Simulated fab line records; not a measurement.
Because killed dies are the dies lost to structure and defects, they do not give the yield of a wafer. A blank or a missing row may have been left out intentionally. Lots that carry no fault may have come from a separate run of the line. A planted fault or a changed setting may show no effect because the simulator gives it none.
Matching of chambers / flow nand-harc / ald-hk-01 running NHARC_A_CHANNEL_FILL_D1_ALD_14: 4 sister chambers
The step deposits SiO2, target thk 2.5 nm, pulse time 10 s, ald cycles 25. 4 wafers are shown with their chamber, then 12 later ones without.

WAFERS, EACH WITH ITS CHAMBER
wafer=L083.6; chamber=3; heater-power-w (W)=530
wafer=L085.3; chamber=0; heater-power-w (W)=465
wafer=L087.4; chamber=2; heater-power-w (W)=474
wafer=L087.6; chamber=1; heater-power-w (W)=532

WAFERS MISSING THEIR CHAMBER
wafer=L094.3; heater-power-w (W)=456
wafer=L094.5; heater-power-w (W)=477
wafer=L094.6; heater-power-w (W)=542
wafer=L093.1; heater-power-w (W)=533
wafer=L093.4; heater-power-w (W)=463
wafer=L093.5; heater-power-w (W)=547
wafer=L097.1; heater-power-w (W)=548
wafer=L097.2; heater-power-w (W)=463
wafer=L097.6; heater-power-w (W)=485
wafer=L096.1; heater-power-w (W)=555
wafer=L096.2; heater-power-w (W)=520
wafer=L096.5; heater-power-w (W)=526

THE CHAMBER EACH PASSED THROUGH
wafer=L094.3; from the rows above=can't be placed: 0 or 2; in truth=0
wafer=L094.5; from the rows above=can't be placed: 2 or 0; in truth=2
wafer=L094.6; from the rows above=can't be placed: 1 or 3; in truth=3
wafer=L093.1; from the rows above=can't be placed: 1 or 3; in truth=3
wafer=L093.4; from the rows above=can't be placed: 0 or 2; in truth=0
wafer=L093.5; from the rows above=can't be placed: 1 or 3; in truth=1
wafer=L097.1; from the rows above=can't be placed: 1 or 3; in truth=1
wafer=L097.2; from the rows above=can't be placed: 0 or 2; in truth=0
wafer=L097.6; from the rows above=can't be placed: 2 or 0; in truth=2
wafer=L096.1; from the rows above=can't be placed: 1 or 3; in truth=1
wafer=L096.2; from the rows above=can't be placed: 3 or 1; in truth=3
wafer=L096.5; from the rows above=can't be placed: 3 or 1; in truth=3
Correct placement for 0 of the 12. Not placeable from these rows: 12 (in 12, the candidates include the true chamber). 0 placed wrongly.
How it was worked out, from the rows above alone: a wafer's distance from a chamber is the root of the sum, over the readings, of the square of ((its reading less the chamber's mean) divided by the reading's scatter). The wafer belongs to the nearest chamber; if the next one is less than 2 further off, it can't be placed. For every chamber, the mean is computed from those of its wafers that are shown. The scatter: with one shown wafer a chamber, the root of the mean of the squares of how far each hidden wafer lies from its nearest shown one.
